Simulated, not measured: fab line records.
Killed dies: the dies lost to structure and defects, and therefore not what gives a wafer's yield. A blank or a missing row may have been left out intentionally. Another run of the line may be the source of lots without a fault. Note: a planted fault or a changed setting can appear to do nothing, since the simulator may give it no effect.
A lot that was struck, set against a sound lot + flow nandHarc + 14 out of 1159 route steps
Sound: wafers L130.2, L130.5, L130.6. Struck: wafer L136.5 (L136.3, L136.4, from the same lot, were not struck and are left out); the cause is given at the end.
For every step that has rows: the tool of each side, followed by ch and its chambers, followed by its first start. Under that, the readings that differ: sound wafers + struck wafers + difference of the means + sigmas: that difference in standard deviations of wafers without a fault.
alike: same words and numbers on both sides, and readings whose means sit less than 2 such deviations apart. not compared: any withheld reading, any reading some wafer has no value for, any bound like >300 that may hide the same value, and any number with overlapping values for which the record gives no deviation.
Wherever a step has rows on one side only, a row that says differs or no value, or a row with sigmas, the two part there. When numbers do not overlap yet have no deviation, they are printed without sigmas and do not part them. A reading missing from all wafers of one side parts the sides only when that side holds two or more wafers.

NHARC_A_STAIRCASE_TRIM_220: chemistry O2, time 211.2 s.
  sound on rieDiel-02 ch 0,1,3, day 11 19:53; struck on rieDiel-06 ch 3, day 13 15:49
  alike: drypumpMotorCurrentA, oesProductAu, rfVppV, showerheadPlenumPTorr, throttleValvePct
  not compared: rfHoursCounterH
NHARC_A_STAIRCASE_ETCH_221: etches the open film in C4F8/O2, target depth 100 nm, time 40.5 s.
  sound: rieDiel-02 ch 0,2,3; struck: rieDiel-06 ch 1
| reading             | sound             | struck | difference | sigmas |
|---------------------|-------------------|--------|------------|--------|
| oesProductAu (a.u.) | 0.906 0.901 0.919 | 0.961  | +0.052     | +3     |
  alike: rfVppV, runLengthS
  not compared: rfHoursCounterH
then, 1 step without rows for these wafers: NHARC_A_STAIRCASE_TRIM_222 (chemistry O2, time 211.2 s).
NHARC_A_STAIRCASE_ETCH_223: etches the open film in C4F8/O2, target depth 100 nm, time 40.5 s.
  sound: rieDiel-02 ch 1,2,3; struck: rieDiel-06 ch 2
  alike: oesProductAu, rfVppV, runLengthS
  not compared: rfHoursCounterH
then, 3 steps without rows for these wafers: NHARC_A_STAIRCASE_TRIM_224 (chemistry O2, time 211.2 s); NHARC_A_STAIRCASE_ETCH_225 (etches the open film in C4F8/O2, target depth 100 nm, time 40.5 s); NHARC_A_STAIRCASE_TRIM_226 (chemistry O2, time 211.2 s).
NHARC_A_STAIRCASE_ETCH_227: etches the open film in C4F8/O2, target depth 100 nm, time 40.5 s.
  sound: rieDiel-02 ch 0,1,2; struck: rieDiel-06 ch 0
  alike: oesProductAu, rfVppV, runLengthS
  not compared: rfHoursCounterH
then, 3 steps without rows for these wafers: NHARC_A_STAIRCASE_TRIM_229 (chemistry O2, time 211.2 s); NHARC_A_STAIRCASE_ETCH_230 (etches the open film in C4F8/O2, target depth 100 nm, time 40.5 s); NHARC_A_STAIRCASE_TRIM_231 (chemistry O2, time 211.2 s).
NHARC_A_STAIRCASE_ETCH_232: etches the open film in C4F8/O2, target depth 100 nm, time 40.5 s.
  sound on rieDiel-02 ch 0,3, day 11 21:19; struck on rieDiel-07 ch 0, day 13 17:31
| reading        | sound          | struck | difference | sigmas |
|----------------|----------------|--------|------------|--------|
| rfVppV (V)     | 886 887 886    | 900    | +14        | +3     |
| runLengthS (s) | 61.5 62.2 61.9 | 50.0   | -11.9      | -31    |
  alike: oesProductAu
  not compared: rfHoursCounterH
NHARC_A_STAIRCASE_TRIM_233: chemistry O2, time 211.2 s.
  sound: rieDiel-02 ch 1,2; struck: rieDiel-07 ch 0
  alike: drypumpMotorCurrentA, oesProductAu, rfVppV, showerheadPlenumPTorr, throttleValvePct
  not compared: rfHoursCounterH
-- record jumps: 8 days between struck wafers' starts before vs after; left off in module A_STAIRCASE, resumes in module END, first step shown is number 1159 of the route --
NHARC_END_SORT_01:
  sound on prober-02 ch 0, day 20 07:08; struck on prober-01 ch 0, day 21 14:31
| reading       | sound    | struck                  | difference                   | sigmas |
|---------------|----------|-------------------------|------------------------------|--------|
| hold          | - - -    | awaitDispo/1.6h/release | no value on the sound wafers |        |
| killedAtArray | 16 25 20 | 674                     | +654                         | +73    |
| killedDies    | 16 29 22 | 677                     | +655                         | +72    |
  alike: killedAtOther, killedAtPeriphery, killedOpen, killedShort

== WHERE THEY PART ==
First at NHARC_A_STAIRCASE_ETCH_221; last, within this record, at NHARC_END_SORT_01.

WHY: what had been put in by the simulator
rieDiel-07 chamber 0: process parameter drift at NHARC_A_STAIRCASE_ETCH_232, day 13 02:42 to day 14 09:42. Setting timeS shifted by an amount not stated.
